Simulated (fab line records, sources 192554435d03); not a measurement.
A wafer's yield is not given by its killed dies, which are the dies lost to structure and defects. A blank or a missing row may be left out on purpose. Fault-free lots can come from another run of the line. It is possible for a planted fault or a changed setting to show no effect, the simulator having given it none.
Which tool did it? ; flow n5-finfet ; 27 wafers from 9 lots sampled at 3 of the route's 1938 steps

== WHAT EACH GAUGE READ, for each wafer ==
N5_SD_ACTIVATION_INSPECT_02: inspects for defects (darkfield).
lot;measured;on;raw-defect-count
L842;day 3 10:00;defect-inspect-01;166 187 135
L844;day 3 23:17;defect-inspect-02;149 175 187
L845;day 4 07:22;defect-inspect-02;181 174 171
L848;day 5 03:13;defect-inspect-01;191 192 218
L850;day 5 13:09;defect-inspect-01;179 200 180
L854;day 6 12:04;defect-inspect-01;142 113 222
L858;day 7 11:23;defect-inspect-02;156 193 164
L859;day 7 17:31;defect-inspect-02;182 211 145
L861;day 8 06:42;defect-inspect-02;162 143 134

== EACH LOT AND THE TOOL THAT RAN IT (in order: tool; ch and the chambers of the sampled wafers; start) ==
lot;N5_SD_EPI_P_DESCUM_14;N5_SD_EPI_P_ETCH_36
L842;rie-diel-06 ch 1,2,3, day 3 04:40;rie-diel-06 ch 1,2,3, day 3 04:42
L844;rie-diel-02 ch 1,2,3, day 3 18:31;rie-diel-02 ch 1,2,3, day 3 18:33
L845;rie-diel-04 ch 0,1,3, day 4 02:51;rie-diel-04 ch 0,1,3, day 4 02:53
L848;rie-diel-04 ch 2,3, day 4 21:55;rie-diel-04 ch 2,3, day 4 21:57
L850;rie-diel-02 ch 0,1,2, day 5 07:45;rie-diel-02 ch 0,1,2, day 5 07:47
L854;rie-diel-02 ch 0,1,2, day 6 06:45;rie-diel-02 ch 0,1,2, day 6 06:47
L858;rie-diel-04 ch 1,3, day 7 05:58;rie-diel-04 ch 1,3, day 7 06:00
L859;rie-diel-04 ch 0,3, day 7 12:09;rie-diel-04 ch 0,3, day 7 12:11
L861;rie-diel-04 ch 0,1, day 8 01:23;rie-diel-04 ch 0,1, day 8 01:25
- N5_SD_EPI_P_DESCUM_14: chemistry O2, time 7.9 s.
- N5_SD_EPI_P_ETCH_36: etches SiARC in CF4, target depth 45.5 nm, time 75.8 s.

== THE ANSWER, worked out from the rows above alone ==
Rule: usual is defined by the lots themselves. The widest of any qualifying gaps counts: lots, ordered by their means at a reading, are off when they make up no more than a third of the lots, leave a main group of 4 or more, and stand apart from it by 3 or more times the standard deviation of that group's means. The tables above print the reading to a certain number of digits; a main group whose means all agree to those digits is not used. A lot without any number at a reading at which 4 lots or more have one is off too. All remaining lots with rows at the step are treated as sound.
None of the lots is off at any reading shown; this tells nothing.

== WHAT WAS PUT IN BY THE SIMULATOR ==
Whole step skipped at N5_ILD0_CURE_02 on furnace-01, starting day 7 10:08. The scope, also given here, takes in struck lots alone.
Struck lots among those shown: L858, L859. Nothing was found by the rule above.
